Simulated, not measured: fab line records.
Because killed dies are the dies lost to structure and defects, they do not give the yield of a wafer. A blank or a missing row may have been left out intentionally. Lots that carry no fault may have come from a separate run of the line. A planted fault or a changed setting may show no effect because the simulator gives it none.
Chamber matching | flow n5_finfet | N5_BEOL_M9_STRIP_19 on rie_diel-06: 4 sister chambers
The step strips in O2. 4 wafers are shown with their chamber, then 12 later ones without.

## EACH WAFER AND ITS CHAMBER
wafer  | chamber | showerhead_plenum_p_Torr (Torr)
L083.4 | 1       | 2.19
L091.1 | 0       | 1.99
L091.2 | 3       | 1.91
L091.3 | 2       | 2.05

## WAFERS WITH NO CHAMBER GIVEN
wafer  | showerhead_plenum_p_Torr (Torr)
L091.4 | 2.19
L091.5 | 2.19
L091.6 | 1.99
L093.1 | 1.91
L093.2 | 2.05
L093.3 | 1.99
L093.4 | 2.18
L093.5 | 2.18
L093.6 | 2.05
L094.1 | 1.91
L094.2 | 2.04
L094.3 | 1.98

## EACH ONE'S CHAMBER
wafer  | from the rows above | in truth
L091.4 | 1                   | 1
L091.5 | 1                   | 1
L091.6 | 0                   | 0
L093.1 | 3                   | 3
L093.2 | 2                   | 2
L093.3 | 0                   | 0
L093.4 | 1                   | 1
L093.5 | 1                   | 1
L093.6 | 2                   | 2
L094.1 | 3                   | 3
L094.2 | 2                   | 2
L094.3 | 0                   | 0
12 of 12 placed correctly. Left unplaced by these rows: 0. Placed wrongly: 0.
How it was worked out, from the rows above alone: a wafer's distance from a chamber is the root of the sum, over the readings, of the square of ((its reading less the chamber's mean) divided by the reading's scatter). The wafer belongs to the nearest chamber; if the next one is less than 2 further off, it can't be placed. For every chamber, the mean is computed from those of its wafers that are shown. The scatter: with one shown wafer a chamber, the root of the mean of the squares of how far each hidden wafer lies from its nearest shown one.
